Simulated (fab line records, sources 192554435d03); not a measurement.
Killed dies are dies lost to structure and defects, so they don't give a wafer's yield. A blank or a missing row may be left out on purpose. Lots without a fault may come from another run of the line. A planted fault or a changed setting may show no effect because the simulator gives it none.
Which tool did it? | flow n5_finfet | 11 lots, 33 wafers sampled, at 4 steps of a route of 1938

WHAT THE GAUGES READ, wafer by wafer
N5_BEOL_M14_CD_MEAS_17: target cd 250 nm. Usual: cd_nm 251.3 nm, standard deviation 1.5.
lot  | measured     | on        | cd_nm (nm)        | flag
L802 | day 11 00:17 | cd_sem-03 | 251.3 252.3 251.1 |
L803 | day 11 01:02 | cd_sem-01 | 250.1 252.9 253.7 |
L804 | day 11 05:20 | cd_sem-03 | 249.6 249.3 252.1 |
L809 | day 13 04:00 | cd_sem-03 | 250.3 251.9 253.5 |
L811 | day 13 13:59 | cd_sem-02 | 249.0 251.5 247.8 |
L814 | day 13 14:56 | cd_sem-02 | 253.0 250.3 250.8 |
L812 | day 13 20:37 | cd_sem-02 | 251.9 249.5 251.2 |
L813 | day 13 21:07 | cd_sem-02 | 251.3 251.7 251.4 |
L815 | day 14 08:15 | cd_sem-01 | 254.7 252.2 252.5 |
L822 | day 16 05:32 | cd_sem-01 | 250.9 253.7 251.4 |
L824 | day 16 12:13 | cd_sem-01 | 252.4 254.1 252.6 |

N5_BEOL_M14_CD_MEAS_28: target cd 284.4 nm. Usual: cd_nm 284.6 nm, standard deviation 1.
lot  | measured     | on        | cd_nm (nm)        | flag
L802 | day 11 00:44 | cd_sem-01 | 284.8 286.0 285.2 |
L803 | day 11 01:22 | cd_sem-01 | 283.0 285.7 284.3 |
L804 | day 11 05:47 | cd_sem-01 | 283.3 284.6 283.7 |
L809 | day 13 04:28 | cd_sem-03 | 284.1 283.9 287.1 |
L811 | day 13 14:27 | cd_sem-01 | 284.4 284.3 285.7 |
L814 | day 13 15:24 | cd_sem-02 | 286.3 284.1 283.5 |
L812 | day 13 20:56 | cd_sem-01 | 286.0 284.2 284.1 |
L813 | day 13 21:34 | cd_sem-02 | 285.7 286.4 285.8 |
L815 | day 14 08:35 | cd_sem-02 | 282.9 284.2 283.5 |
L822 | day 16 05:59 | cd_sem-02 | 284.4 284.7 283.4 |
L824 | day 16 12:41 | cd_sem-01 | 284.7 284.7 285.1 |

WHICH TOOL RAN EACH LOT (tool, then ch and the chambers of the sampled wafers, then the start)
lot  | N5_BEOL_M14_DESCUM_15              | N5_BEOL_M14_COAT_65
L802 | rie_diel-06 ch 2,3, day 10 23:51   | litho_track-03 ch 0, day 11 00:19
L803 | rie_diel-06 ch 0,1, day 11 00:37   | litho_track-03 ch 0, day 11 01:05
L804 | rie_diel-04 ch 0,1,3, day 11 04:54 | litho_track-05 ch 0, day 11 05:23
L809 | rie_diel-04 ch 0,2,3, day 13 03:35 | litho_track-05 ch 0, day 13 04:02
L811 | rie_diel-06 ch 1,2,3, day 13 13:32 | litho_track-03 ch 0, day 13 14:01
L814 | rie_diel-02 ch 1,3, day 13 14:30   | litho_track-03 ch 0, day 13 14:59
L812 | rie_diel-06 ch 1,2,3, day 13 20:10 | litho_track-01 ch 0, day 13 20:39
L813 | rie_diel-02 ch 1,2,3, day 13 20:41 | litho_track-03 ch 0, day 13 21:09
L815 | rie_diel-02 ch 1,3, day 14 07:49   | litho_track-03 ch 0, day 14 08:18
L822 | rie_diel-06 ch 1,2,3, day 16 05:06 | litho_track-05 ch 0, day 16 05:34
L824 | rie_diel-06 ch 0,2,3, day 16 11:47 | litho_track-05 ch 0, day 16 12:16
- N5_BEOL_M14_DESCUM_15: chemistry O2, time 7.9 s.
- N5_BEOL_M14_COAT_65: time 60 s, resist thk 450 nm.

WHAT THE TOOLS THEMSELVES READ (means of the sampled wafers that have a number; where no wafer has one, the mark that the record gives instead)
N5_BEOL_M14_DESCUM_15. Usual: drypump_motor_current_A 5.6 A, standard deviation 0.55; oes_product_au 0.84 a.u., standard deviation 0.078; rf_vpp_V 243.1 V, standard deviation 1.3; showerhead_plenum_p_Torr 2.09 Torr, standard deviation 0.061; throttle_valve_pct 20.34 %, standard deviation 0.17.
lot  | tool        | drypump_motor_current_A (A) | oes_product_au (a.u.) | rf_vpp_V (V) | showerhead_plenum_p_Torr (Torr) | throttle_valve_pct (%) | flag
L802 | rie_diel-06 | 5.4                         | 0.74                  | 242.8        | 2.05                            | 20.56                  |
L803 | rie_diel-06 | 5.6                         | 0.75                  | 242.5        | 2.08                            | 20.39                  |
L804 | rie_diel-04 | 5.7                         | 0.75                  | 243.4        | 2.10                            | 20.34                  |
L809 | rie_diel-04 | 5.6                         | 0.79                  | 241.9        | 2.10                            | 20.21                  |
L811 | rie_diel-06 | 5.5                         | 0.86                  | 242.5        | 2.07                            | 20.38                  |
L814 | rie_diel-02 | 6.4                         | 0.86                  | 243.3        | 2.10                            | 20.28                  |
L812 | rie_diel-06 | 5.5                         | 0.86                  | 243.0        | 2.07                            | 20.39                  |
L813 | rie_diel-02 | 5.8                         | 0.82                  | 244.0        | 2.11                            | 20.40                  |
L815 | rie_diel-02 | 6.4                         | 0.85                  | 242.7        | 2.09                            | 20.29                  |
L822 | rie_diel-06 | 5.5                         | 0.83                  | 243.0        | 2.06                            | 20.43                  |
L824 | rie_diel-06 | 5.6                         | 0.86                  | 242.5        | 2.03                            | 20.28                  |

N5_BEOL_M14_COAT_65. Usual: dispense_pressure_kPa 53 kPa, standard deviation 7.5; heater_power_total_W 500.4 W, standard deviation 1.9; plate_temp_C 249.99 C, standard deviation 0.15.
lot  | tool           | dispense_pressure_kPa (kPa) | heater_power_total_W (W) | plate_temp_C (C) | flag
L802 | litho_track-03 | 59                          | 502.0                    | 250.16           |
L803 | litho_track-03 | 59                          | 499.5                    | 250.03           |
L804 | litho_track-05 | 42                          | 501.0                    | 250.07           |
L809 | litho_track-05 | 42                          | 502.9                    | 249.98           |
L811 | litho_track-03 | 59                          | 500.9                    | 249.99           |
L814 | litho_track-03 | 59                          | 500.6                    | 250.03           |
L812 | litho_track-01 | 49                          | 499.8                    | 249.85           |
L813 | litho_track-03 | 59                          | 485.0                    | 243.90           | OFF
L815 | litho_track-03 | 59                          | 485.2                    | 243.73           | OFF
L822 | litho_track-05 | 42                          | 500.9                    | 249.89           |
L824 | litho_track-05 | 42                          | 500.5                    | 250.07           |

THE ANSWER, worked out from the rows above alone
Rule: a lot is off if the mean of its wafers that have a number lies more than 3 standard deviations from the usual mean. A lot without any number at a reading at which 4 lots or more have one is off too. The other lots that the step has rows for count as sound. The gauges are gone through in route order, then the tools' own readings, and for those a lot's mean is taken as printed above. The first step at which some lot is off is used, and at that step the reading that is off furthest; a lot without a number counts as furthest.
Off: L813, L815, at N5_BEOL_M14_COAT_65 (plate_temp_C).
A tool fits if, at that step or a process step before it, it ran every lot that is off, and no sound lot after the first of them. Can't be told from this: 2 tools fit, rie_diel-02 at N5_BEOL_M14_DESCUM_15, litho_track-03 at N5_BEOL_M14_COAT_65.

WHAT THE SIMULATOR HAD PUT IN
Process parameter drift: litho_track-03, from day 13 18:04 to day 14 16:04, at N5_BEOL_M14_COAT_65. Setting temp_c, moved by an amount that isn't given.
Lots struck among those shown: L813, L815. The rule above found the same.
